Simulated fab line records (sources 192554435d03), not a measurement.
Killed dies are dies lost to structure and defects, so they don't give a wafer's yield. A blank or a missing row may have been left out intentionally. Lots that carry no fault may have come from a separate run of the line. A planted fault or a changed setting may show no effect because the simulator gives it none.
Struck lot and sound lot, side by side + flow n5Finfet + 15 steps out of a route of 1938
Sound: these wafers, L557.1, L557.2, L557.3. Struck: wafer L550.6. (L550.2 of the same lot was not struck and is left out.) The cause comes at the end.
For every step that has rows: the tool of each side, followed by ch and its chambers, followed by its first start. Under that, the readings that differ: sound wafers + struck wafers + difference of the means + sigmas: that difference in standard deviations of wafers without a fault.
alike: readings whose means differ by less than 2 such deviations, and words and numbers that are the same on both sides. not compared: withheld readings, readings that some wafer has no value for, bounds like >300 that may hide the same value, and numbers for which the record gives no deviation and whose values overlap.
Wherever a step has rows on one side only, a row that says differs or no value, or a row with sigmas, the two part there. Numbers that don't overlap but have no deviation are shown without sigmas and don't part them. A reading missing from all wafers of one side parts the sides only when that side holds two or more wafers.

N5_BEOL_M6_TRENCH_ETCH_37: etches SiCOH lowk in C4F6/O2, target depth 94.435 nm, time 31.5 s.
  sound: rieDiel-02 ch 0,2,3; struck: rieDiel-02 ch 2
  alike: O2_flow_sccm, drypumpMotorCurrentA, oesProductAu, rfVppV, showerheadPlenumPTorr, throttleValvePct
  not compared: rfHoursCounterH
N5_BEOL_M6_ETCH_41: etches SiCN in CH3F/O2, target depth 29.7 nm, time 52 s.
  sound: rieDiel-02 ch 0,2,3; struck: rieDiel-02 ch 2
  alike: O2_flow_sccm, drypumpMotorCurrentA, oesProductAu, rfVppV, showerheadPlenumPTorr, throttleValvePct
  not compared: rfHoursCounterH
N5_BEOL_M6_STRIP_80: strips in N2/H2, time 10 s.
  sound: rieDiel-02 ch 0,2,3; struck: rieDiel-02 ch 2
  alike: biasPowerW, drypumpMotorCurrentA, oesProductAu, rfVppV, showerheadPlenumPTorr, tempC, throttleValvePct
  not compared: rfHoursCounterH
N5_BEOL_M6_OCD_MEAS_38:
  sound: ocd-02 at day 13 19:51; struck: ocd-01 at day 11 09:20
  alike: trenchDepthNm
then, 4 steps without rows for these wafers: N5_BEOL_M6_HM_STRIP_39 (strips TiN in peroxide tin strip, target depth 25 nm, time 158 s); N5_BEOL_M6_SRD_40 (time 30 s); N5_BEOL_M6_PRECLEAN_42 (cleans in residue remover, time 60 s); N5_BEOL_M6_SRD_43 (time 30 s).
N5_BEOL_M6_CD_MEAS_35: target cd 40 nm, target cd y 28 nm.
  sound: cdSem-01 at day 13 20:00; struck: cdSem-02 at day 11 09:29
  alike: cdNm
N5_BEOL_M6_CURE_75: cures SiCOH lowk, time 120 s.
  sound on uvCure-02 ch 0, day 13 20:14; struck on uvCure-03 ch 0, day 11 09:43
| reading          | sound             | struck | difference | sigmas |
|------------------|-------------------|--------|------------|--------|
| wafer_temp_C_max | 371.0 370.4 371.0 | 372.0  | +1.2       | +2     |
  alike: lampPowerPct
then, 2 steps without rows for these wafers: N5_BEOL_M6_DEGAS_44 (time 60 s); N5_BEOL_M6_PRE_CLEAN_45 (time 30 s).
N5_BEOL_M6_ALD_77: deposits TaN, target thk 2 nm, pulse time 2 s, purge time 3 s.
  sound on aldMetal-03 ch 1,2,3, day 13 20:40; struck on aldMetal-02 ch 1, day 11 10:32
| reading                  | sound | struck | difference | sigmas |
|--------------------------|-------|--------|------------|--------|
| coReactantPulseTimeS (s) | 3 3 3 | 1.9232 | -1.0768    |        |
  alike: heaterPowerW
  not compared: sinceWetCleanH
N5_BEOL_M6_SURFACE_TREAT_79:
  sound: pvdSputter-03 at day 13 20:56; struck: pvdSputter-01 at day 11 11:01
  not compared: throttleValvePct
-- a jump in the record: the struck wafers' starts before and after are 3 days apart (it breaks off in module BEOL_M6 and resumes in module PASSIVATION, where the first step shown is number 1936 of the route) --
N5_PASSIVATION_PROBE_49:
  sound: prober-01 at day 17 11:44; struck: prober-01 at day 14 19:44
  alike: defectLimitedYield, killed_at_M0_to_M3, killed_at_M4_up, killedAtContacts, killedAtFrontEnd, killedAtOther, killedDies, killedOpen, killedShort, sort_bin_5_function, sort_bin_6_memory, sortNPass, sortYieldPct

WHERE THEY PART
Only at N5_BEOL_M6_CURE_75, within this record. Later steps at which nothing parts them and some readings are alike: N5_BEOL_M6_ALD_77, N5_PASSIVATION_PROBE_49.

WHY: what the simulator had put in
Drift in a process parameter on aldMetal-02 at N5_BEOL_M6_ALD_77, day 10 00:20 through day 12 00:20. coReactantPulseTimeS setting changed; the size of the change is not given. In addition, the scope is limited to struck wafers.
